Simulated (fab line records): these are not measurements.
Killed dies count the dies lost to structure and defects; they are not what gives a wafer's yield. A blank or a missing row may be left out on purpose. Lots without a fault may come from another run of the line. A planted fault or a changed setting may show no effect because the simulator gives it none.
fab line records	flow n5-finfet
record lots=6	wafers=18	last-day=19
route steps=1938 shown BEOL_M5@1185 BEOL_M6@1194 PASSIVATION@1936
lots that met no fault: taken from a fault-free run of the same line
start-h: hours from the record's opening day to when the first of the lot's shown wafers began	wait-h: time in hours since the lot's previous step	" same as the row above	L1.1+2: one row covering several wafers at once	- either no value or no given start	* or withheld: withheld	< > ~ a bound
route shown NAME@n: names a module that has steps shown in the file, with the first one's number in the route	usual: average and standard deviation across the fault-free wafers	same: alike in all rows	chamber/n: place in a boat	sites: readings site by site	_std_site: the values' standard deviation	_edge_site: outer sites' mean less inner sites'	radius-mm: how far each site lies from the wafer's centre	mask NAME#n: copy n	behind: tool/chamber where the wafer was last shaped	hold: what put the lot on hold/how long, in hours/how the hold closed	device: transistor that didn't switch, given as n, p or np	end of line: the tests these same wafers got at the end of their route	a step without rows: its recipe alone	killed: count of dies lost to structure and defects at first sort (not the wafer's yield)	map: a wafer's dies, marking killed ones x, the rest . and places with no die _
set.NAME: setting as actually run; set.NAME@STEP: the setting as run at that earlier step	model.NAME: the simulator's own value behind a step, which no gauge read
lots at some steps of the route; a table a step, a row a wafer
services: a tool's chamber out of use, with start hour (start-h, from the record's first day; less than 0 if before it), hours out, and reason
## steps
# step N5_BEOL_M5_ANNEAL_51
# recipe temp-c=225	time-s=90	ambient=N2
# usual wafer_temp_C_max=225.81/0.27
lot.wafer	tool	chamber	start-h	wait-h	wafer_temp_C_max
L193.2	rtp-anneal-02	0	220.90	0.1	226.39
L193.4	"	0	"	"	225.87
L193.6	"	0	"	"	226.18
L197.2	rtp-anneal-02	0	243.17	0.1	225.94
L197.3	"	0	"	"	225.66
L197.5	"	0	"	"	226.03
L207.3	rtp-anneal-01	0	303.11	0.1	226.07
L207.4	"	0	"	"	225.83
L207.6	"	0	"	"	225.71
L209.2	rtp-anneal-02	0	306.57	0.5	225.97
L209.3	"	0	"	"	226.02
L209.5	"	0	"	"	225.60
L213.1	rtp-anneal-01	0	331.38	0.1	225.63
L213.2	"	0	"	"	225.54
L213.6	"	0	"	"	225.40
L212.1	rtp-anneal-01	0	331.65	0.2	225.60
L212.3	"	0	"	"	225.80
L212.5	"	0	"	"	225.65
# step N5_BEOL_M5_CMP_52
# recipe stop-on=SiCOH_lowk	t-overpolish-s=6.9	down-force-psi=1	platen-rpm=50	clearing-platen-down-force-psi=1.5	clearing-platen-rpm=50	post-cmp-clean=cu-alkaline	target-thk-nm=62	clearing-platen-pad-velocity-m-s=0.99484	pad-velocity-m-s=0.99484
# step N5_BEOL_M5_THK_MEAS_53
# recipe thk-meas-gauge=xrf	reads=Cu_of_BEOL_M5_ECD_50
# usual M5_THK=61.1/2.1
lot.wafer	tool	chamber	start-h	wait-h	M5_THK[nm]
L193.2	film-metro-01	-	221.45	-	64.5
L193.4	"	-	"	"	64.0
L193.6	"	-	"	"	62.2
L197.2	film-metro-02	-	243.72	-	58.5
L197.3	"	-	"	"	62.9
L197.5	"	-	"	"	58.2
L207.3	film-metro-02	-	303.61	-	62.9
L207.4	"	-	"	"	59.8
L207.6	"	-	"	"	62.0
L209.2	film-metro-02	-	307.12	-	57.4
L209.3	"	-	"	"	56.5
L209.5	"	-	"	"	58.0
L213.1	film-metro-02	-	331.97	-	62.7
L213.2	"	-	"	"	63.1
L213.6	"	-	"	"	61.1
L212.1	film-metro-01	-	332.35	-	63.7
L212.3	"	-	"	"	60.0
L212.5	"	-	"	"	59.8
# step N5_BEOL_M5_PRE_CLEAN_77
# recipe gas=NH3/H2	time-s=15	temp-c=*	rf-power-w=300
# step N5_BEOL_M5_CO_CAP_78
# recipe material=Co	target-thk-a=20	temp-c=200	precursor=CCTBA/H2	pressure-torr=30	time-s=102.1
# step N5_BEOL_M5_PRE_CLEAN_55
# recipe gas=NH3	time-s=15	temp-c=withheld	rf-power-w=300
# step N5_BEOL_M5_DEP_56
# recipe material=SiCN	target-thk-a=80	temp-c=withheld	precursor=3MS/NH3	pressure-torr=3	rf-w=202	time-s=14
# usual showerhead-plenum-p-Torr=3.666/0.012	throttle-valve-pct=9.1/0.69
lot.wafer	tool	chamber	start-h	wait-h	showerhead-plenum-p-Torr	since-wet-clean-h	throttle-valve-pct
L193.2	pecvd-01	1	221.65	0.0	3.668	1469	8.5
L193.4	"	1	"	"	3.657	-	8.3
L193.6	"	0	"	"	3.668	-	8.8
L197.2	pecvd-01	2	243.91	0.0	3.671	13	8.2
L197.3	"	0	"	"	3.671	767	8.9
L197.5	"	2	"	"	3.665	-	8.2
L207.3	pecvd-04	1	303.83	0.0	3.666	2095	9.4
L207.4	"	1	"	"	3.666	-	9.5
L207.6	"	0	"	"	3.667	-	9.1
L209.2	pecvd-03	0	307.31	0.0	3.672	1192	10.2
L209.3	"	2	"	"	3.667	438	8.3
L209.5	"	2	"	"	3.672	-	8.7
L213.1	pecvd-03	2	332.17	0.0	3.661	463	8.5
L213.2	"	0	"	"	3.679	1217	10.1
L213.6	"	0	"	"	3.680	-	10.2
L212.1	pecvd-03	2	332.54	0.0	3.678	464	8.6
L212.3	"	1	"	"	3.669	1943	10.0
L212.5	"	0	"	"	3.663	-	10.3
# step N5_BEOL_M5_RS_MEAS_57
# recipe thk-meas-gauge=four-point-probe	reads=Co_of_BEOL_M5_CO_CAP_78+Cu_of_BEOL_M5_ECD_50+Co_of_BEOL_M5_CVD_47+TaN_of_BEOL_M5_ALD_86
# usual M5_RS=0.394/0.016
lot.wafer	tool	chamber	start-h	wait-h	M5_RS[ohm/sq]
L193.2	film-metro-01	-	221.74	0.1	0.369
L193.4	"	-	"	"	0.369
L193.6	"	-	"	"	0.384
L197.2	film-metro-02	-	243.98	0.1	0.416
L197.3	"	-	"	"	0.380
L197.5	"	-	"	"	0.419
L207.3	film-metro-02	-	303.90	0.1	0.380
L207.4	"	-	"	"	0.406
L207.6	"	-	"	"	0.388
L209.2	film-metro-01	-	307.38	0.1	0.423
L209.3	"	-	"	"	0.429
L209.5	"	-	"	"	0.417
L213.1	film-metro-02	-	332.23	0.0	0.384
L213.2	"	-	"	"	0.380
L213.6	"	-	"	"	0.396
L212.1	film-metro-02	-	332.61	0.0	0.376
L212.3	"	-	"	"	0.404
L212.5	"	-	"	"	0.404
# step N5_BEOL_M5_INSPECT_58
# recipe inspect-instrument=darkfield	mode=post-dep
# usual raw-defect-count=75/28
lot.wafer	tool	chamber	start-h	wait-h	raw-defect-count
L193.2	defect-inspect-01	-	221.77	0.0	49
L193.4	"	-	"	"	46
L193.6	"	-	"	"	64
L197.2	defect-inspect-01	-	244.01	0.0	62
L197.3	"	-	"	"	69
L197.5	"	-	"	"	58
L207.3	defect-inspect-02	-	303.92	0.0	79
L207.4	"	-	"	"	53
L207.6	"	-	"	"	75
L209.2	defect-inspect-01	-	307.40	0.0	37
L209.3	"	-	"	"	28
L209.5	"	-	"	"	38
L213.1	defect-inspect-02	-	332.26	0.0	53
L213.2	"	-	"	"	85
L213.6	"	-	"	"	41
L212.1	defect-inspect-02	-	332.63	0.0	64
L212.3	"	-	"	"	54
L212.5	"	-	"	"	82
# step N5_BEOL_M6_ILD_DEP_00
# recipe material=SiCOH_lowk	target-thk-a=1797.5	temp-c=300	precursor=DEMS/porogen	pressure-torr=5	rf-w=500	time-s=33.4
# step N5_BEOL_M6_CURE_74
# recipe temp-c=385	time-s=240	ambient=He/Ar	material=SiCOH_lowk
# usual lamp-power-pct=52.31/0.051	wafer_temp_C_max=386.6/0.58
lot.wafer	tool	chamber	start-h	wait-h	lamp-power-pct	wafer_temp_C_max
L193.2	uv-cure-02	2	221.95	0.1	52.32	386.1
L193.4	"	2	"	"	52.24	386.4
L193.6	"	2	"	"	52.28	385.8
L197.2	uv-cure-01	2	244.19	0.1	52.28	386.2
L197.3	"	2	"	"	52.37	386.2
L197.5	"	2	"	"	52.31	386.2
L207.3	uv-cure-02	0	304.18	0.2	52.28	386.5
L207.4	"	0	"	"	52.32	385.9
L207.6	"	0	"	"	52.26	386.3
L209.2	uv-cure-03	0	307.66	0.2	52.26	387.1
L209.3	"	0	"	"	52.30	386.8
L209.5	"	0	"	"	52.38	386.9
L213.1	uv-cure-03	0	332.36	0.0	52.33	386.8
L213.2	"	0	"	"	52.31	387.2
L213.6	"	0	"	"	52.31	386.8
L212.1	uv-cure-02	0	332.95	0.3	52.35	386.2
L212.3	"	0	"	"	52.23	386.8
L212.5	"	0	"	"	52.30	386.3
# step N5_BEOL_M6_THK_MEAS_01
# recipe reads=SiCOH_lowk_of_BEOL_M6_ILD_DEP_00
# usual M6_ILD_THK=153.9/2
lot.wafer	tool	chamber	start-h	wait-h	M6_ILD_THK[nm]
L193.2	film-metro-01	-	222.38	0.4	155.8
L193.4	"	-	"	"	155.1
L193.6	"	-	"	"	156.8
L197.2	film-metro-01	-	244.62	0.4	155.3
L197.3	"	-	"	"	155.9
L197.5	"	-	"	"	158.8
L207.3	film-metro-02	-	304.54	0.3	151.5
L207.4	"	-	"	"	153.6
L207.6	"	-	"	"	153.5
L209.2	film-metro-02	-	308.50	0.7	154.6
L209.3	"	-	"	"	153.5
L209.5	"	-	"	"	158.3
L213.1	film-metro-01	-	332.89	0.4	153.3
L213.2	"	-	"	"	153.9
L213.6	"	-	"	"	155.4
L212.1	film-metro-01	-	333.46	0.4	149.6
L212.3	"	-	"	"	148.6
L212.5	"	-	"	"	152.4
# step N5_BEOL_M6_PECVD_70
# recipe material=SiO2	target-thk-a=200	temp-c=400	precursor=TEOS/O2	pressure-torr=5.5	rf-w=450	teos-flow-sccm=53.8	gas=O2	flow-sccm=3000	time-s=22.7
# usual heater-power-outer-w=430/48	heater-power-w=700/69	showerhead-plenum-p-Torr=8.76/0.072	throttle-valve-pct=22.4/1.2
lot.wafer	tool	chamber	start-h	wait-h	heater-power-outer-w	heater-power-w	showerhead-plenum-p-Torr	since-wet-clean-h	throttle-valve-pct
L193.2	pecvd-04	0	222.42	0.0	391	689	8.80	1289	22.7
L193.4	"	2	"	"	407	637	8.66	-	21.4
L193.6	"	0	"	"	401	667	8.79	-	22.4
L197.2	pecvd-02	2	244.66	0.0	500	785	8.67	195	21.6
L197.3	"	0	"	"	437	724	8.84	949	23.9
L197.5	"	2	"	"	505	777	8.67	-	21.7
L207.3	pecvd-02	1	304.57	0.0	490	793	8.69	1733	24.1
L207.4	"	2	"	"	446	693	8.69	-	21.8
L207.6	"	1	"	"	491	786	8.73	-	24.1
L209.2	pecvd-02	2	308.55	0.0	444	712	8.67	258	21.9
L209.3	"	1	"	"	502	816	8.72	1737	24.3
L209.5	"	2	"	"	462	730	8.68	-	22.0
L213.1	pecvd-04	1	332.92	0.0	442	708	8.80	2124	23.3
L213.2	"	2	"	"	431	697	8.65	645	21.7
L213.6	"	1	"	"	328	563	8.81	-	23.2
L212.1	pecvd-04	1	333.50	0.0	372	626	8.82	2125	23.2
L212.3	"	0	"	"	496	831	8.79	1400	22.4
L212.5	"	0	"	"	508	826	8.80	-	22.4
# step N5_BEOL_M6_HM_DEP_02
# recipe material=TiN	target-thk-a=200	temp-c=25	chamber-pressure-pa=0.49996
# usual throttle-valve-pct=30.1/1.4
lot.wafer	tool	chamber	start-h	wait-h	throttle-valve-pct
L193.2	pvd-sputter-03	-	222.90	0.5	28.0
L193.4	"	-	"	"	29.9
L193.6	"	-	"	"	30.8
L197.2	pvd-sputter-03	-	245.22	0.5	28.2
L197.3	"	-	"	"	28.3
L197.5	"	-	"	"	30.0
L207.3	pvd-sputter-03	-	305.11	0.5	28.3
L207.4	"	-	"	"	30.4
L207.6	"	-	"	"	29.8
L209.2	pvd-sputter-01	-	310.24	1.7	29.5
L209.3	"	-	"	"	31.3
L209.5	"	-	"	"	30.4
L213.1	pvd-sputter-03	-	334.03	1.1	27.9
L213.2	"	-	"	"	28.0
L213.6	"	-	"	"	28.1
L212.1	pvd-sputter-03	-	334.57	1.0	28.4
L212.3	"	-	"	"	29.4
L212.5	"	-	"	"	28.1
# step N5_BEOL_M6_COAT_59
# recipe resist=SOC	temp-c=250	time-s=60	spin-rpm=1500	resist-thk-nm=100
# step N5_BEOL_M6_COAT_60
# recipe resist=SiARC	temp-c=220	time-s=60	spin-rpm=1500	resist-thk-nm=35
# step N5_BEOL_M6_COAT_05
# recipe resist=CAR-ArF	spin-rpm=1500	resist-thk-nm=90
# step N5_BEOL_M6_EBR_07
# recipe solvent=PGMEA	ebr-width-mm=1.5
# step N5_BEOL_M6_SOFTBAKE_06
# recipe temp-c=110	time-s=60	resist=CAR-ArF
# step N5_BEOL_M6_EXPOSE_08
# recipe mask-id=M6	na=1.35	source-shape=dipole	sigma-inner=0.817	sigma-outer=0.97	polarization=te	dose-mj=68.25
# step N5_BEOL_M6_PEB_09
# recipe peb-temp-c=withheld	peb-time-s=60	resist=CAR-ArF
# step N5_BEOL_M6_DEVELOP_10
# recipe develop-time-s=30	developer=TMAH	resist=CAR-ArF	rinse-liquid=diw	dry=air-spin	dev-temp-c=23
# step N5_BEOL_M6_CD_MEAS_11
# recipe target-cd-nm=38.5	landing-energy-ev=500	detector=se-inlens	polarity=opening
# usual cd-nm=38.4/0.61
lot.wafer	tool	chamber	start-h	wait-h	cd-nm
L193.2	cd-sem-03	0	223.40	-	38.2
L193.4	"	0	"	"	38.2
L193.6	"	0	"	"	38.4
L197.2	cd-sem-03	0	245.74	-	39.1
L197.3	"	0	"	"	38.8
L197.5	"	0	"	"	39.1
L207.3	cd-sem-03	0	305.61	-	37.4
L207.4	"	0	"	"	37.7
L207.6	"	0	"	"	37.9
L209.2	cd-sem-02	0	310.62	-	38.5
L209.3	"	0	"	"	39.8
L209.5	"	0	"	"	39.1
L213.1	cd-sem-02	0	334.40	-	38.0
L213.2	"	0	"	"	38.1
L213.6	"	0	"	"	38.5
L212.1	cd-sem-01	0	335.06	-	37.6
L212.3	"	0	"	"	37.6
L212.5	"	0	"	"	37.4
# step N5_BEOL_M6_OVL_MEAS_12
# recipe points-per-wafer=44
# usual M6_OVL=0.3/0.76
lot.wafer	tool	chamber	start-h	wait-h	M6_OVL[nm]
L193.2	overlay-01	0	223.43	0.0	-1.0
L193.4	"	0	"	"	-1.8
L193.6	"	0	"	"	-1.0
L197.2	overlay-01	0	245.77	0.0	0.5
L197.3	"	0	"	"	0.0
L197.5	"	0	"	"	0.5
L207.3	overlay-01	0	305.64	0.0	0.3
L207.4	"	0	"	"	0.0
L207.6	"	0	"	"	0.5
L209.2	overlay-02	0	310.65	0.0	-1.3
L209.3	"	0	"	"	-0.3
L209.5	"	0	"	"	-1.1
L213.1	overlay-01	0	334.43	0.0	0.7
L213.2	"	0	"	"	0.5
L213.6	"	0	"	"	1.5
L212.1	overlay-01	0	335.09	0.0	0.7
L212.3	"	0	"	"	0.4
L212.5	"	0	"	"	0.4
# step N5_BEOL_M6_INSPECT_13
# recipe mode=adi	inspect-instrument=brightfield
# usual raw-defect-count=405/93
lot.wafer	tool	chamber	start-h	wait-h	raw-defect-count
L193.2	defect-inspect-02	-	223.46	0.0	353
L193.4	"	-	"	"	290
L193.6	"	-	"	"	361
L197.2	defect-inspect-01	-	245.79	0.0	369
L197.3	"	-	"	"	459
L197.5	"	-	"	"	469
L207.3	defect-inspect-01	-	305.66	0.0	340
L207.4	"	-	"	"	1006
L207.6	"	-	"	"	493
L209.2	defect-inspect-01	-	310.67	0.0	1053
L209.3	"	-	"	"	226
L209.5	"	-	"	"	1037
L213.1	defect-inspect-01	-	334.45	0.0	323
L213.2	"	-	"	"	453
L213.6	"	-	"	"	273
L212.1	defect-inspect-02	-	335.12	0.0	295
L212.3	"	-	"	"	302
L212.5	"	-	"	"	319
# step N5_BEOL_M6_DESCUM_16
# recipe chemistry=O2	time-s=7.9	source-power-w=50	bias-power-w=20	pressure-mtorr=20	rf-frequency-hz=2.712e+07	temp-c=40	resist=CAR-ArF	o2-flow-sccm=225
# usual bias-power-w=20.01/0.061	drypump-motor-current-A=5.7/0.38	oes-product-au=0.82/0.062	rf-vpp-V=243.2/1.9	showerhead-plenum-p-Torr=2.10/0.1	throttle-valve-pct=20.45/0.24
lot.wafer	tool	chamber	start-h	wait-h	bias-power-w	drypump-motor-current-A	oes-product-au	rf-hours-counter-h	rf-vpp-V	showerhead-plenum-p-Torr	throttle-valve-pct
L193.2	rie-diel-05	0	223.49	0.0	20.07	5.5	0.77	130	240.4	1.94	20.85
L193.4	"	1	"	"	19.97	5.5	0.88	-	241.8	2.04	20.25
L193.6	"	0	"	"	20.00	5.5	0.77	-	240.0	1.94	20.84
L197.2	rie-diel-05	3	245.82	0.0	20.09	5.5	0.94	6	243.4	2.14	20.41
L197.3	"	2	"	"	20.05	5.7	0.82	81	243.8	2.22	20.46
L197.5	"	3	"	"	20.04	5.5	0.94	-	244.3	2.14	20.39
L207.3	rie-diel-05	2	305.70	0.0	19.95	5.6	0.79	99	245.4	2.21	20.50
L207.4	"	3	"	"	20.11	5.5	0.89	25	244.0	2.14	20.43
L207.6	"	3	"	"	20.05	5.5	0.89	-	244.6	2.14	20.42
L209.2	rie-diel-03	0	310.71	0.0	20.02	5.7	0.86	45	245.2	2.21	20.07
L209.3	"	3	"	"	20.09	6.5	0.67	234	243.1	2.08	20.41
L209.5	"	0	"	"	20.03	5.7	0.86	-	244.9	2.21	20.07
L213.1	rie-diel-03	2	334.49	0.0	19.98	5.7	0.88	28	244.4	2.25	20.51
L213.2	"	3	"	"	20.03	6.4	0.67	244	241.2	2.07	20.44
L213.6	"	3	"	"	20.15	6.4	0.67	-	242.1	2.07	20.43
L212.1	rie-diel-01	2	335.29	0.2	20.05	5.1	0.83	64	242.2	2.02	20.10
L212.3	"	3	"	"	20.06	6.6	0.81	89	244.7	2.21	20.78
L212.5	"	2	"	"	20.05	5.1	0.84	-	243.2	2.02	20.09
# step N5_PASSIVATION_PROBE_49
# usual defect-limited-yield=91.0/1.4	killed_at_M0_to_M3=33/11	killed_at_M4_up=14/5	killed-at-contacts=11/7.3	killed-at-front-end=43/12	killed-at-other=4/3.1	killed-dies=106/17	killed-on-rim=14/3.8	killed-open=69/13	killed-short=34/8.7	sort_bin_5_function=5.2/0.96	sort_bin_6_memory=3.3/0.66	sort_bin_8_speed=0.00/0.012	sort-n-pass=1074/17	sort-yield-pct=91.0/1.4
# same gross-dies=1180	killed-at-back-side=0	sort_bin_4_leakage[%]=0
lot.wafer	tool	chamber	start-h	wait-h	defect-limited-yield[%]	killed_at_M0_to_M3	killed_at_M4_up	killed-at-contacts	killed-at-front-end	killed-at-other	killed-dies	killed-on-rim	killed-open	killed-short	sort_bin_5_function[%]	sort_bin_6_memory[%]	sort_bin_8_speed[%]	sort-n-pass	sort-yield-pct[%]
L209.2	prober-01	-	403.94	0.1	86.1	30	87	9	37	1	164	28	56	28	8.0	3.7	0	1016	86.1
L209.5	prober-01	-	404.09	0.2	86.8	19	94	1	37	5	156	29	45	22	7.4	3.1	0.08	1023	86.7
L207.4	prober-02	-	407.28	0.2	82.5	28	103	30	41	4	206	36	95	33	9.7	5.2	0	974	82.5
L213.1	prober-01	-	438.18	0.0	92.5	29	11	11	33	4	88	11	50	32	4.2	2.5	0	1092	92.5
L213.2	prober-01	-	438.23	0.1	93.6	32	17	5	18	3	75	12	59	14	3.7	2.5	0	1105	93.6
L213.6	prober-01	-	438.43	0.3	89.1	45	29	14	38	3	129	22	88	35	6.2	4.3	0	1051	89.1
L212.1	prober-01	-	444.58	0.0	91.4	38	13	14	24	12	101	18	67	33	4.7	3.6	0	1079	91.4
L212.3	prober-01	-	444.68	0.1	91.0	44	17	15	25	5	106	12	69	35	5.3	3.6	0	1074	91.0
L212.5	prober-01	-	444.78	0.2	92.7	33	16	6	27	4	86	13	55	31	4.2	3.0	0	1094	92.7
# killed by level:class
L209.2 BEOL_M6:unspecified=78 STI_FIN_REVEAL:geometric-particle:open=10 MOL_CONTACT_COAG:geometric-particle:open=8 BEOL_M0_SAQP:geometric-particle:open=8 BEOL_M0_SAQP:geometric-particle:short=6 BEOL_M2:geometric-particle:open=5 STARTING-WAFER:geometric-particle:short=5 STI_FIN_REVEAL:geometric-particle:short=4
L209.5 BEOL_M6:unspecified=83 BEOL_M0_SAQP:geometric-particle:open=7 STI_FIN_REVEAL:geometric-particle:open=6 DUMMY_GATE:geometric-particle:open=6 HKMG_FIN:area-etch=6 GATE_CUT:geometric-particle:short=4 BEOL_M3:geometric-particle:short=4 BEOL_M4:geometric-particle:open=4
L207.4 BEOL_M6:unspecified=78 MOL_CONTACT_COAG:geometric-particle:open=24 BEOL_M4:geometric-particle:open=17 STI_FIN_REVEAL:geometric-particle:open=15 BEOL_M0_SAQP:geometric-particle:open=12 FIN_SAQP:geometric-particle:short=6 MOL_CONTACT_COAG:geometric-particle:short=6 FIN_SAQP:geometric-particle:open=5
L213.1 MOL_CONTACT_COAG:geometric-particle:open=9 FIN_SAQP:geometric-particle:short=8 BEOL_M1:geometric-particle:open=7 BEOL_M2:geometric-particle:open=7 FIN_SAQP:geometric-particle:open=6 HKMG_FIN:area-etch=5 BEOL_M4:geometric-particle:open=4 GATE_CUT:geometric-particle:short=4
L213.2 BEOL_M2:geometric-particle:open=9 BEOL_M0_SAQP:geometric-particle:open=7 BEOL_M3:geometric-particle:open=6 BEOL_M7:geometric-particle:open=5 FIN_SAQP:geometric-particle:open=4 MOL_CONTACT_COAG:geometric-particle:open=4 BEOL_M4:geometric-particle:open=4 STI_FIN_REVEAL:geometric-particle:open=3
L213.6 BEOL_M4:geometric-particle:open=14 MOL_CONTACT_COAG:geometric-particle:open=11 BEOL_M2:geometric-particle:open=10 BEOL_M1:geometric-particle:open=8 BEOL_M0_SAQP:geometric-particle:open=7 DUMMY_GATE:geometric-particle:open=6 BEOL_M5:geometric-particle:open=6 STI_FIN_REVEAL:geometric-particle:open=5
L212.1 MOL_CONTACT_COAG:geometric-particle:open=13 BEOL_M0_SAQP:geometric-particle:open=13 BEOL_M0_SAQP:geometric-particle:short=10 BEOL_M3:geometric-particle:open=6 MIM_TOP_ETCH:geometric-particle:short=6 STI_FIN_REVEAL:geometric-particle:open=5 BEOL_M0:geometric-particle:short=5 FIN_SAQP:geometric-particle:open=4
L212.3 MOL_CONTACT_COAG:geometric-particle:open=14 BEOL_M0_SAQP:geometric-particle:open=13 GATE_CUT:geometric-particle:short=11 BEOL_M3:geometric-particle:open=8 BEOL_M0_SAQP:geometric-particle:short=7 BEOL_M1:geometric-particle:open=4 BEOL_M0:geometric-particle:open=4 BEOL_M1:geometric-particle:short=4
L212.5 STI_FIN_REVEAL:geometric-particle:open=15 BEOL_M0_SAQP:geometric-particle:open=9 BEOL_M0_SAQP:geometric-particle:short=7 STI_FIN_REVEAL:geometric-particle:short=5 BEOL_M4:geometric-particle:open=5 MOL_CONTACT_COAG:geometric-particle:short=4 BEOL_M2:geometric-particle:open=4 BEOL_M5:geometric-particle:open=4
# map L207.4 (x killed, . not)
_________________x...........________________
______________.x................_____________
___________..x..x......x........x..__________
__________x.xx.....................x_________
________..........................x..._______
_______.x........x.................x...______
______.............x..........x........._____
_____.......x..................xx........____
____.....x.x..............................___
___.x.......................x......x.xx....__
___.x...x.x.....x.x........................__
__...x........x.....x....x.......x.........._
__..............x..........xx.......x......._
_.............x.................x.....x......
_x.......x.......xx..............x........x..
_......x.....x.x........x..x.................
_.x.................x.....x...............xx.
_x..........x.x...........x..................
_.x.............x.........x...x.........x..xx
_..........xx...x....x....x..........x.......
_............x.....x...x....xx.x.x...x.......
__......x....x.............................._
__x..............x.x................x.....x._
___.....x..............x......x.....x..x..x__
___.......x...........xx......x....x.....x.__
____..................xx..................___
_____.........x...x..................x...____
______......xxxx.x.xx.xx...x....x......._____
_______..xx.xx..xxxxxxx.xx..x.........x______
________x..x.xxxxxxxxxxxxxx....x......_______
__________.xx.xxxxxxxxxxxx..x....x.._________
___________x.x.xxxxxxxxxxxx........__________
______________xxxxxxxxxxxxx.x..._____________
_________________xxxxxxxxxxx.________________
# map L209.2 (x killed, . not)
_________________.....x......________________
______________.....x..x........._____________
___________....x...............x...__________
__________.................x........_________
________..........x......x............_______
_______.......x...............x....x...______
______.................................._____
_____x...................................____
____.x......................x......x......___
___.............x............xx..x.........__
___.........xx.....x...............x.......__
__......x..x.......x...x...xx..............x_
__..x......................x.x.............._
_.....x....x.................................
_............x.x...x....x.x................x.
_..............x..xx.......x..............x..
_.........x..................................
_......................x........x............
_..x............x......x.....................
_..........x...........................x...x.
_.....x......x....................xx.........
__........x.......x.....................x..._
__.x......x................x...............x_
___...............x.....................x..__
___..............................x.......x.__
____.x.x..................................___
_____.x...........x..x................x..____
______.......xx...xxxx...........x......_____
_______...x.....x.xxxxxxxxx............______
________....xxxxxxxxxxxx.xx.xx........_______
__________..xxxxxxxxxxxxxx.........._________
___________.xx.xxxxxxxxxxxx.x......__________
______________xxxxxxxxxxxxx.x..._____________
_________________xxxxxxxxxx.x________________
## services
tool	chamber	start-h	hours	kind
pecvd-03	0	197.68	5.0	scheduled-down
uv-cure-03	-	206.31	9.1	repair
rie-diel-03	2	206.92	7.6	repair
rie-diel-05	3	208.59	-	clean
rie-diel-05	3	208.59	-	consumable-replace:focus-ring
rie-diel-05	3	208.59	21.5	scheduled-down
rie-diel-05	3	208.59	21.5	vent-cycle
uv-cure-01	-	213.41	1.2	repair
pecvd-02	-	223.37	1.4	repair
pecvd-02	0	226.94	5.0	scheduled-down
uv-cure-03	-	243.33	1.0	pm
rie-diel-03	-	255.51	15.6	pm
pecvd-04	2	258.08	2.1	scheduled-down
rie-diel-05	-	266.94	15.6	pm
uv-cure-01	-	270.15	1.0	pm
rie-diel-01	-	288.94	2.8	pm
pecvd-01	1	292.97	3.6	repair
pecvd-04	0	292.97	2.1	scheduled-down
rie-diel-05	0	293.56	3.4	repair
pecvd-01	-	297.04	28.1	pm
uv-cure-01	-	298.54	7.7	repair
uv-cure-02	-	310.03	0.7	repair
rtp-anneal-01	-	317.71	2.4	pm
pecvd-03	-	331.36	0.6	repair
## key
first-sign step=N5_BEOL_M6_INSPECT_13	reading=raw-defect-count	direction=up	sigmas=6.7	usual=405	struck=1032
effect step=N5_PASSIVATION_PROBE_49	reading=killed_at_M4_up	direction=up	sigmas=16	usual=14	struck=95
more-kills-born-at N5_BEOL_M6_PECVD_70@pecvd-02=239
met-at N5_BEOL_M6_PECVD_70
struck-wafers L207.4,L209.2,L209.5
onset-between 244.66 304.57
fault kind=chamber-particle-source	tool=pecvd-02	chamber=2	onset-h=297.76	steps=N5_BEOL_M6_PECVD_70	rate-per-visit-cm2=1.2029	end-h=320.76
